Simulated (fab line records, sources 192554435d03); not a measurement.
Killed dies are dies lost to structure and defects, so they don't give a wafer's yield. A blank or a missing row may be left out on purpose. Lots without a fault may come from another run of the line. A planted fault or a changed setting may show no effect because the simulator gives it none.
Chamber matching | flow n5_finfet | N5_GATE_CUT_ETCH_36 on rie_diel-02: 4 sister chambers
The step etches SiARC in CF4, target depth 13 nm, time 21.7 s. 4 wafers are shown with their chamber, then 9 later ones without.

WAFERS WITH THEIR CHAMBER
wafer  | chamber | showerhead_plenum_p_Torr (Torr)
L083.4 | 3       | 2.10
L090.2 | 1       | 2.04
L090.3 | 0       | 2.14
L090.6 | 2       | 2.26

WAFERS WITHOUT THEIR CHAMBER
wafer  | showerhead_plenum_p_Torr (Torr)
L092.2 | 2.09
L092.4 | 2.14
L092.5 | 2.03
L096.2 | 2.25
L096.3 | 2.09
L096.5 | 2.25
L097.1 | 2.25
L097.2 | 2.09
L097.3 | 2.13

WHICH CHAMBER EACH WENT THROUGH
wafer  | from the rows above | in truth
L092.2 | 3                   | 3
L092.4 | 0                   | 0
L092.5 | 1                   | 1
L096.2 | 2                   | 2
L096.3 | 3                   | 3
L096.5 | 2                   | 2
L097.1 | 2                   | 2
L097.2 | 3                   | 3
L097.3 | 0                   | 0
Placed correctly: 9 of 9. Can't be placed from these rows: 0. Placed wrongly: 0.
How it was worked out, from the rows above alone: a wafer's distance from a chamber is the root of the sum, over the readings, of the square of ((its reading less the chamber's mean) divided by the reading's scatter). The wafer belongs to the nearest chamber; if the next one is less than 2 further off, it can't be placed. A chamber's mean is the mean of its shown wafers. The scatter: with one shown wafer a chamber, the root of the mean of the squares of how far each hidden wafer lies from its nearest shown one.
